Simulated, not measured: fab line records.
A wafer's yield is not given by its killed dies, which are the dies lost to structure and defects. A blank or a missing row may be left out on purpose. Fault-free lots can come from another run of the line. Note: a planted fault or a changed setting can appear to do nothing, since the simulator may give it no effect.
Lot-split experiment | flow n5_finfet | 39 wafers read across 7 lots, on a route 1938 steps long

## ABOUT THE SPLIT
At N5_BEOL_M3_VIA_ETCH_34 (etches the open film in C4F6/O2, target depth 69.4 nm, time 65.9 s), the setting time_s was moved away from the recipe's 65.9 s on 12 of the 39 wafers read, by -52.9% to +46.9%. This setting was run at the recipe's value on the other wafers.

The split's own step is where the reading is taken.

## THE READING
SOC_of_BEOL_M3_COAT_67.thk_nm (the simulator's own value, which no gauge read), in nm, at N5_BEOL_M3_VIA_ETCH_34 (etches the open film in C4F6/O2, target depth 69.4 nm, time 65.9 s). There is no usual value for it anywhere in the file. Here, 27 wafers ran the recipe; their average is 51.9 nm with a standard deviation of 0.27 nm.

wafer  | tool, chamber at the split | time_s as run, s | against the recipe | SOC_of_BEOL_M3_COAT_67.thk_nm, nm | against lot-mates on the recipe
L074.1 | rie_diel-02, 3             | 76.21            | +15.6%             | 50.6                              | -1.5
L074.2 | rie_diel-02, 2             | 76.21            | +15.6%             | 50.8                              | -1.3
L074.3 | rie_diel-02, 1             | 65.9             | recipe             | 52                                | -
L074.4 | rie_diel-02, 0             | 76.21            | +15.6%             | 51.2                              | -0.9
L074.5 | rie_diel-02, 3             | 65.9             | recipe             | 52                                | -
L074.6 | rie_diel-02, 2             | 65.9             | recipe             | 52.2                              | -
L075.2 | rie_diel-03, 1             | 65.9             | recipe             | 51.6                              | -
L075.3 | rie_diel-03, 3             | 65.9             | recipe             | 52.4                              | -
L075.6 | rie_diel-03, 1             | 65.9             | recipe             | 51.8                              | -
L077.1 | rie_diel-02, 1             | 65.9             | recipe             | 52                                | -
L077.2 | rie_diel-02, 3             | 65.9             | recipe             | 52                                | -
L077.3 | rie_diel-02, 2             | 65.9             | recipe             | 52                                | -
L077.4 | rie_diel-02, 0             | 65.9             | recipe             | 52.4                              | -
L077.5 | rie_diel-02, 0             | 65.9             | recipe             | 52.4                              | -
L077.6 | rie_diel-02, 1             | 65.9             | recipe             | 52                                | -
L080.1 | rie_diel-05, 2             | 65.9             | recipe             | 51.8                              | -
L080.2 | rie_diel-05, 3             | 91.87            | +39.4%             | 49.2                              | -2.6
L080.3 | rie_diel-05, 0             | 91.87            | +39.4%             | 49                                | -2.8
L080.4 | rie_diel-05, 0             | 65.9             | recipe             | 52                                | -
L080.5 | rie_diel-05, 2             | 65.9             | recipe             | 51.6                              | -
L080.6 | rie_diel-05, 3             | 91.87            | +39.4%             | 49                                | -2.8
L089.1 | rie_diel-02, 1             | 31.06            | -52.9%             | 56                                | +4.4
L089.2 | rie_diel-02, 3             | 65.9             | recipe             | 51.8                              | -
L089.3 | rie_diel-02, 2             | 65.9             | recipe             | 51.6                              | -
L089.4 | rie_diel-02, 3             | 31.06            | -52.9%             | 56                                | +4.4
L089.5 | rie_diel-02, 1             | 65.9             | recipe             | 51.4                              | -
L089.6 | rie_diel-02, 2             | 31.06            | -52.9%             | 55.8                              | +4.2
L092.1 | rie_diel-02, 2             | 65.9             | recipe             | 52                                | -
L092.2 | rie_diel-02, 1             | 96.84            | +46.9%             | 48                                | -4.1
L092.3 | rie_diel-02, 3             | 65.9             | recipe             | 52.2                              | -
L092.4 | rie_diel-02, 1             | 65.9             | recipe             | 52                                | -
L092.5 | rie_diel-02, 3             | 96.84            | +46.9%             | 48.2                              | -3.9
L092.6 | rie_diel-02, 2             | 96.84            | +46.9%             | 48.2                              | -3.9
L096.1 | rie_diel-03, 1             | 65.9             | recipe             | 51.6                              | -
L096.2 | rie_diel-03, 3             | 65.9             | recipe             | 52                                | -
L096.3 | rie_diel-03, 0             | 65.9             | recipe             | 51.8                              | -
L096.4 | rie_diel-03, 2             | 65.9             | recipe             | 52                                | -
L096.5 | rie_diel-03, 1             | 65.9             | recipe             | 51.4                              | -
L096.6 | rie_diel-03, 2             | 65.9             | recipe             | 52                                | -

FIT RESULTS
A straight line over all 39 wafers: SOC_of_BEOL_M3_COAT_67.thk_nm changes by -0.0764 nm for each +1% of time_s; r = -0.99; the points scatter about the line by 0.26 nm.
The same after taking each lot's own level away (the mean of its wafers on the recipe; 39 wafers): -0.0797 nm for each +1%; r = -0.99; scatter 0.23 nm.
That fit puts the effect of the largest move of time_s on the reading at 4.2 nm.
Measured against the standard deviation above, the lots' own levels, which go from 51.60 to 52.13 nm, span 2.0 times it.
The two slopes agree, so the slope changes little with the lot-to-lot level.
Check: +4.21 nm against its lot-mates is what the line predicts for one of the wafers moved furthest among these (-52.9%) when that wafer is left out of the fit. It came out at +4.4 nm against them.

## OTHER SPLITS ON THESE WAFERS
Note: prior to the reading, these wafers also went through further splits. Each is held against what the fit with the lots' levels taken away leaves over:
other split on the same wafers          | wafers away from the commonest value | r with SOC_of_BEOL_M3_COAT_67.thk_nm (lot level and that fit taken away)
N5_ZERO_LAYER_DEVELOP_10 develop_time_s | 15                                   | -0.08
N5_HKMG_FIN_NWFM_ALD_20 ald_cycles      | 12                                   | +0.11
N5_BEOL_M0_SAQP_PECVD_04 time_s         | 15                                   | +0.20
N5_BEOL_M1_ALD_84 ald_cycles            | 15                                   | +0.07

## THE WHOLE CHAIN: every reading that the file lists as answering this split, in the file's order
step                   | what it does                                                       | reading                                                                        | change (the file's fit)                | r (the file's)
N5_BEOL_M3_VIA_ETCH_34 | etches the open film in C4F6/O2, target depth 69.4 nm, time 65.9 s | etch.depth_nm (the simulator's own value, which no gauge read)                 | +0.676 nm for each +1% of the setting  | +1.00
N5_BEOL_M3_VIA_ETCH_34 | etches the open film in C4F6/O2, target depth 69.4 nm, time 65.9 s | SOC_of_BEOL_M3_COAT_67.thk_nm (the simulator's own value, which no gauge read) | -0.0795 nm for each +1% of the setting | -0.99

## FILE'S OWN FIT
SOC_of_BEOL_M3_COAT_67.thk_nm changes by -0.0795 nm for each +1% of time_s, r = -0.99.
